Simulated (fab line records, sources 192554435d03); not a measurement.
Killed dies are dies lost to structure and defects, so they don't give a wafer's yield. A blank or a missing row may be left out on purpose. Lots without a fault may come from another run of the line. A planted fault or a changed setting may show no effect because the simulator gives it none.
A struck lot beside a sound one | flow n5_finfet | 26 steps out of a route of 1938
Sound: wafers L565.1, L565.4, L565.6. Struck: wafers L573.1, L573.2, L573.3. The cause comes at the end.
At each step with rows: each side's tool, then ch and its chambers, then its first start. Under that, the readings that differ: sound wafers | struck wafers | difference of the means | sigmas: that difference in standard deviations of wafers without a fault.
alike: readings whose means differ by less than 2 such deviations, and words and numbers that are the same on both sides. not compared: withheld readings, readings that some wafer has no value for, bounds like >300 that may hide the same value, and numbers for which the record gives no deviation and whose values overlap.
The two part at a step that has a row with sigmas, a row that says differs or no value, or rows on one side only. Numbers that don't overlap but have no deviation are shown without sigmas and don't part them. A reading that every wafer of one side lacks parts them only if that side has two wafers or more.

first, 9 steps without rows for these wafers: N5_BEOL_M3_ILD_DEP_00 (deposits SiOC from DEMS/O2, target thk 79 nm, time 15.3 s); N5_BEOL_M3_PECVD_72 (deposits SiO2 from TEOS/O2, target thk 16 nm, time 18 s); N5_BEOL_M3_HM_DEP_02 (deposits TiN, target thk 20 nm); N5_BEOL_M3_COAT_61 (time 60 s, resist thk 60 nm); N5_BEOL_M3_COAT_62 (time 60 s, resist thk 12 nm); N5_BEOL_M3_COAT_73 (time 60 s, resist thk 5 nm); N5_BEOL_M3_COAT_05 (resist thk 30 nm); N5_BEOL_M3_EBR_07; N5_BEOL_M3_SOFTBAKE_06 (time 60 s).
N5_BEOL_M3_EXPOSE_08: exposes mask M3.
  sound on euv_scanner-02 ch 0, day 8 13:21; struck on euv_scanner-02 ch 0, day 10 22:52
  reading              | sound             | struck            | difference | sigmas
  exposure_dose_mJ_cm2 | 32.98 32.96 33.02 | 29.88 29.92 29.84 | -3.11      | -72
  alike: mask
then, 2 steps without rows for these wafers: N5_BEOL_M3_PEB_09 (peb time 60 s); N5_BEOL_M3_DEVELOP_10 (develop time 30 s).
N5_BEOL_M3_CD_MEAS_11: target cd 17.05 nm.
  sound on cd_sem-01 ch 0, day 8 13:28; struck on cd_sem-01 ch 0, day 10 22:59
  reading    | sound             | struck            | difference | sigmas
  cd_nm (nm) | 17.06 16.98 17.21 | 14.94 15.00 14.67 | -2.21      | -9
then, 1 step without rows for these wafers: N5_BEOL_M3_DESCUM_16 (chemistry O2, time 7 s).
N5_BEOL_M3_ETCH_74: etches underlayer in N2/H2, target depth 6.5 nm, time 5.2 s.
  sound on rie_diel-03 ch 0,1,2, day 8 13:43; struck on rie_diel-05 ch 0,2,3, day 10 23:08
  reading                         | sound       | struck     | difference | sigmas
  model.BEOL_M3.cd_offset_nm (nm) | -0.4 -0.2 0 | -2 -2 -2.2 | -2         |
  alike: drypump_motor_current_A, etch_rf_on_time_s, h2_flow_sccm, oes_product_au, rf_vpp_V, showerhead_plenum_p_Torr, throttle_valve_pct
  not compared: rf_hours_counter_h
then, 5 steps without rows for these wafers: N5_BEOL_M3_ETCH_63 (etches SiARC in CF4, target depth 15.6 nm, time 26 s); N5_BEOL_M3_ETCH_64 (etches SOC in N2/H2, target depth 75 nm, overetch 15 nm, time 112.5 s); N5_BEOL_M3_STRIP_65 (strips in N2/H2); N5_BEOL_M3_STRIP_75 (strips in N2/H2); N5_BEOL_M3_STRIP_66 (strips in CF4).
N5_BEOL_M3_HM_OPEN_17: chemistry Cl2/BCl3, target TiN, target depth 20 nm, overetch 6 nm.
  sound on rie_metal-03 ch 0,1, day 8 13:56; struck on rie_metal-02 ch 0,1, day 10 23:22
  reading                         | sound         | struck         | difference | sigmas
  model.BEOL_M3.cd_offset_nm (nm) | -0.8 -0.4 0.2 | -1.8 -1.8 -2.2 | -1.6       |
  alike: drypump_motor_current_A, oes_product_au, throttle_valve_pct
  not compared: rf_hours_counter_h
then, 1 step without rows for these wafers: N5_BEOL_M3_STRIP_19 (strips in O2).
N5_BEOL_M3_CD_MEAS_18: pitch 36 nm, target cd 18 nm.
  sound on cd_sem-02, day 8 14:12; struck on cd_sem-02, day 10 23:32
  reading    | sound          | struck         | difference | sigmas
  cd_nm (nm) | 17.2 17.2 18.1 | 16.4 15.7 15.5 | -1.6       | -5
then, 1 step without rows for these wafers: N5_BEOL_M3_COAT_67 (time 60 s, resist thk 60 nm).
N5_BEOL_M4_RC_MEAS_101:
  the record has rows for the sound wafers here (prober-01 ch 0, day 9 09:08) and none for the struck ones
then, 1 step without rows for these wafers: N5_PASSIVATION_PROBE_49.

WHERE THEY PART
First at N5_BEOL_M3_EXPOSE_08; last, within this record, at N5_BEOL_M4_RC_MEAS_101.

WHY: what the simulator had put in
Process parameter drift: euv_scanner-02, from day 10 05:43 on, at N5_BEOL_M3_EXPOSE_08. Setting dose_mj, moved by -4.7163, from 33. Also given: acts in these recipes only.
